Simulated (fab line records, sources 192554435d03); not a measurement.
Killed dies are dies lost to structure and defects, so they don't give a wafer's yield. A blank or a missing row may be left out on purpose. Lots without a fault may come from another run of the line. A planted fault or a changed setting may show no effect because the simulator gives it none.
Split-lot experiment | flow n5_finfet | 7 lots, 21 wafers read, on a route of 1938 steps

THE SPLIT
At N5_GATE_CUT_DESCUM_18 (chemistry O2, time 7 s), the setting time_s was moved away from the recipe's 7 s on 12 of the 21 wafers read, by +14.9% to +20.9%. The other wafers ran this setting at the recipe's value.

FROM THE SPLIT TO THE READING: what the file shows between them, 1 step
- N5_GATE_CUT_ETCH_28: etches underlayer in N2/H2, target depth 13 nm, time 10.4 s

THE READING
CAR-EUV_of_GATE_CUT_COAT_07.thk_nm (the simulator's own value, which no gauge read), in nm, at N5_GATE_CUT_ETCH_36 (etches SiARC in CF4, target depth 13 nm, time 21.7 s). The file gives no usual value for it. The 9 wafers here that ran the recipe average 7.0 nm, standard deviation 0.11 nm.

wafer  | tool, chamber at the split | time_s as run, s | against the recipe | CAR-EUV_of_GATE_CUT_COAT_07.thk_nm, nm | against lot-mates on the recipe
L075.1 | rie_diel-01, 0             | 8.46             | +20.9%             | 6.2                                    | -1.0
L075.3 | rie_diel-01, 3             | 8.46             | +20.9%             | 6.2                                    | -1.0
L075.6 | rie_diel-01, 2             | 7                | recipe             | 7.2                                    | -
L081.2 | rie_diel-03, 2             | 8.196            | +17.1%             | 6                                      | -0.8
L081.5 | rie_diel-03, 0             | 7                | recipe             | 6.8                                    | -
L081.6 | rie_diel-03, 1             | 8.196            | +17.1%             | 6.2                                    | -0.6
L083.1 | rie_diel-01, 0             | 8.04             | +14.9%             | 6.4                                    | no lot-mate on the recipe
L083.3 | rie_diel-01, 1,2           | 8.04             | +14.9%             | 6.6                                    | no lot-mate on the recipe
L083.4 | rie_diel-01, 1,2           | 8.04             | +14.9%             | 6.6                                    | no lot-mate on the recipe
L086.2 | rie_diel-01, 3             | 7                | recipe             | 7                                      | -
L086.4 | rie_diel-01, 0             | 8.381            | +19.7%             | 6.2                                    | -0.8
L086.6 | rie_diel-01, 3             | 8.381            | +19.7%             | 6.4                                    | -0.6
L088.1 | rie_diel-05, 2             | 7                | recipe             | 7                                      | -
L088.3 | rie_diel-05, 1             | 7                | recipe             | 7                                      | -
L088.6 | rie_diel-05, 0             | 8.466            | +20.9%             | 6.2                                    | -0.8
L093.1 | rie_diel-03, 3             | 7                | recipe             | 7                                      | -
L093.2 | rie_diel-03, 2             | 8.154            | +16.5%             | 6.4                                    | -0.6
L093.4 | rie_diel-03, 1             | 8.154            | +16.5%             | 6.4                                    | -0.6
L095.2 | rie_diel-05, 2,1           | 7                | recipe             | 6.8                                    | -
L095.4 | rie_diel-05, 3             | 7                | recipe             | 7                                      | -
L095.6 | rie_diel-05, 2,1           | 7                | recipe             | 7                                      | -
Where a row lists several chambers, the file gives one row for several wafers and doesn't say which wafer went through which chamber.

THE FIT
A straight line over all 21 wafers: CAR-EUV_of_GATE_CUT_COAT_07.thk_nm changes by -0.0374 nm for each +1% of time_s; r = -0.93; the points scatter about the line by 0.13 nm.
The same after taking each lot's own level away (the mean of its wafers on the recipe; 18 wafers): -0.0406 nm for each +1%; r = -0.97; scatter 0.096 nm.
On that fit, the largest move of time_s shifts the reading by 0.85 nm.
The lots' own levels span 6.80 to 7.20 nm, that is 3.5 times the standard deviation above.
So the lot-to-lot level changes the slope little: the two slopes agree.
Check: with one of the wafers moved furthest among these (+20.9%) left out of the fit, the line predicts -0.853 nm for it against its lot-mates. It came out at -0.8 nm against them.

THE WHOLE CHAIN: every reading that the file lists as answering this split, in the file's order
step                  | what it does                                                | reading                                                                             | change (the file's fit)                | r (the file's)
N5_GATE_CUT_DESCUM_18 | chemistry O2, time 7 s                                      | CAR-EUV_of_GATE_CUT_COAT_07.thk_nm (the simulator's own value, which no gauge read) | -0.0348 nm for each +1% of the setting | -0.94
N5_GATE_CUT_ETCH_28   | etches underlayer in N2/H2, target depth 13 nm, time 10.4 s | CAR-EUV_of_GATE_CUT_COAT_07.thk_nm (the simulator's own value, which no gauge read) | -0.0379 nm for each +1% of the setting | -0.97
N5_GATE_CUT_ETCH_36   | etches SiARC in CF4, target depth 13 nm, time 21.7 s        | CAR-EUV_of_GATE_CUT_COAT_07.thk_nm (the simulator's own value, which no gauge read) | -0.0401 nm for each +1% of the setting | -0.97

THE FILE'S OWN FIT
CAR-EUV_of_GATE_CUT_COAT_07.thk_nm changes by -0.0401 nm for each +1% of time_s, r = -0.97.
